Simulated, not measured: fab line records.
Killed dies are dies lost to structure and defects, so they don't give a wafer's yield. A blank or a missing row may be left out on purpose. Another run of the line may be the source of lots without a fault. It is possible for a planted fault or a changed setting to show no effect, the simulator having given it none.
Which tool is to blame? | flow n5-finfet | 15 lots, 39 wafers sampled, at 3 steps of a route of 1938

== WHAT EACH GAUGE READ, for each wafer ==
N5_GATE_CUT_INSPECT_26: inspects for defects (darkfield).
lot  | measured     | on                | raw-defect-count
L680 | day 5 03:18  | defect-inspect-01 | 16 43
L681 | day 5 09:52  | defect-inspect-01 | 51 28
L682 | day 5 17:43  | defect-inspect-01 | 49 36 31
L683 | day 5 22:46  | defect-inspect-01 | 43 46 51
L684 | day 6 02:14  | defect-inspect-02 | 79 39 63
L687 | day 6 20:41  | defect-inspect-02 | 34 41 48
L688 | day 7 05:26  | defect-inspect-02 | 46 81
L689 | day 7 10:08  | defect-inspect-02 | 28 19 28
L692 | day 8 02:27  | defect-inspect-02 | 46 23 30
L690 | day 8 06:21  | defect-inspect-01 | 58 29 73
L691 | day 8 08:07  | defect-inspect-02 | 49 39
L697 | day 9 07:43  | defect-inspect-02 | 62 44 52
L699 | day 9 20:29  | defect-inspect-02 | 62 74 42
L701 | day 10 04:23 | defect-inspect-02 | 35 56
L702 | day 10 13:51 | defect-inspect-02 | 46 33

== TOOL THAT RAN EACH LOT (tool first, then ch and the chambers of the sampled wafers, then the start) ==
lot  | N5_GATE_CUT_DESCUM_18             | N5_GATE_CUT_ALD_22
L680 | rie-diel-06 ch 0,3, day 4 19:42   | ald-sin-02 ch 0,2, day 5 00:46
L681 | rie-diel-01 ch 0,3, day 5 06:02   | ald-sin-04 ch 1,3, day 5 07:20
L682 | rie-diel-02 ch 2,3, day 5 14:21   | ald-sin-02 ch 0,1,2, day 5 15:11
L683 | rie-diel-02 ch 0,3, day 5 19:07   | ald-sin-02 ch 1,3, day 5 20:14
L684 | rie-diel-02 ch 0,2, day 5 22:52   | ald-sin-04 ch 0,1,3, day 5 23:42
L687 | rie-diel-06 ch 0,1,2, day 6 17:20 | ald-sin-04 ch 0,2,3, day 6 18:10
L688 | rie-diel-06 ch 0,1, day 7 02:04   | ald-sin-02 ch 0,3, day 7 02:54
L689 | rie-diel-02 ch 1,2,3, day 7 06:47 | ald-sin-03 ch 2,3, day 7 07:37
L692 | rie-diel-06 ch 0,3, day 7 22:32   | ald-sin-03 ch 0,1, day 7 23:56
L690 | rie-diel-06 ch 0,1,2, day 8 01:24 | ald-sin-03 ch 0,1,2, day 8 03:49
L691 | rie-diel-02 ch 0,3, day 8 04:45   | ald-sin-03 ch 1,2, day 8 05:35
L697 | rie-diel-02 ch 1,3, day 9 04:11   | ald-sin-02 ch 0,1, day 9 05:11
L699 | rie-diel-06 ch 0,3, day 9 16:56   | ald-sin-03 ch 0,3, day 9 17:46
L701 | rie-diel-02 ch 0,3, day 10 00:36  | ald-sin-03 ch 1,2, day 10 02:35
L702 | rie-diel-06 ch 2, day 10 10:29    | ald-sin-03 ch 0,1, day 10 11:19
- N5_GATE_CUT_DESCUM_18: chemistry O2, time 7 s.
- N5_GATE_CUT_ALD_22: deposits SiNx, target thk 16 nm, pulse time 1 s, ald cycles 320.

== AS READ BY THE TOOLS THEMSELVES (means over the sampled wafers that have a number; for cases with no such wafer, the mark the record gives instead) ==
N5_GATE_CUT_DESCUM_18.
lot  | tool        | drypump-motor-current-A (A) | o2-flow-sccm (sccm) | oes-product-au (a.u.) | rf-vpp-V (V) | showerhead-plenum-p-Torr (Torr) | throttle-valve-pct (%)
L680 | rie-diel-06 | 5.1                         | 224.6               | 0.74                  | 243.2        | 2.10                            | 20.70
L681 | rie-diel-01 | 5.2                         | 225.3               | 0.81                  | 244.1        | 2.11                            | 20.66
L682 | rie-diel-02 | 5.7                         | 224.4               | 0.72                  | 243.0        | 2.09                            | 20.54
L683 | rie-diel-02 | 5.8                         | 225.5               | 0.79                  | 243.7        | 2.10                            | 20.61
L684 | rie-diel-02 | 5.7                         | 224.3               | 0.78                  | 244.6        | 2.13                            | 20.24
L687 | rie-diel-06 | 5.4                         | 224.6               | 0.78                  | 244.6        | 2.18                            | 20.60
L688 | rie-diel-06 | 5.7                         | 224.7               | 0.72                  | 244.1        | 2.20                            | 20.66
L689 | rie-diel-02 | 5.7                         | 225.2               | 0.72                  | 243.3        | 2.10                            | 20.47
L692 | rie-diel-06 | 5.0                         | 225.0               | 0.72                  | 242.9        | 2.06                            | 20.80
L690 | rie-diel-06 | 5.5                         | 224.6               | 0.79                  | 243.7        | 2.18                            | 20.62
L691 | rie-diel-02 | 5.8                         | 225.0               | 0.80                  | 242.7        | 2.11                            | 20.59
L697 | rie-diel-02 | 5.8                         | 225.0               | 0.70                  | 242.2        | 2.07                            | 20.68
L699 | rie-diel-06 | 5.0                         | 225.0               | 0.71                  | 242.1        | 2.05                            | 20.81
L701 | rie-diel-02 | 5.8                         | 223.9               | 0.78                  | 242.8        | 2.10                            | 20.60
L702 | rie-diel-06 | 5.0                         | 224.5               | 0.85                  | 242.9        | 2.15                            | 20.54

N5_GATE_CUT_ALD_22.
lot  | tool       | heater-power-w (W) | precursor-pulse-height-rel
L680 | ald-sin-02 | 956                | 1.014
L681 | ald-sin-04 | 799                | 0.992
L682 | ald-sin-02 | 890                | 1.007
L683 | ald-sin-02 | 822                | 1.013
L684 | ald-sin-04 | 783                | 0.977
L687 | ald-sin-04 | 834                | 1.003
L688 | ald-sin-02 | 872                | 0.978
L689 | ald-sin-03 | 862                | 1.003
L692 | ald-sin-03 | 786                | 0.990
L690 | ald-sin-03 | 834                | 1.016
L691 | ald-sin-03 | 796                | 0.975
L697 | ald-sin-02 | 811                | 0.996
L699 | ald-sin-03 | 899                | 1.000
L701 | ald-sin-03 | 816                | 1.024
L702 | ald-sin-03 | 830                | 0.982

== THE ANSWER, worked out from the rows above alone ==
Rule: the lots themselves supply what counts as usual. The widest of any qualifying gaps counts: lots, ordered by their means at a reading, are off when they make up no more than a third of the lots, leave a main group of 4 or more, and stand apart from it by 3 or more times the standard deviation of that group's means. Not used: any main group whose means are identical at the precision the tables above print for the reading. A lot without any number at a reading at which 4 lots or more have one is off too. Any other lot the step has rows for is counted as sound. First the gauges in route order, then the tools' own readings, where a lot's mean is used as printed above. At the first step where some lot is off, the reading lying furthest off is the one used; lots without a number count as furthest.
Across all readings shown, no lot is off: no conclusion can be drawn from this.

== WHAT THE SIMULATOR HAD INSERTED ==
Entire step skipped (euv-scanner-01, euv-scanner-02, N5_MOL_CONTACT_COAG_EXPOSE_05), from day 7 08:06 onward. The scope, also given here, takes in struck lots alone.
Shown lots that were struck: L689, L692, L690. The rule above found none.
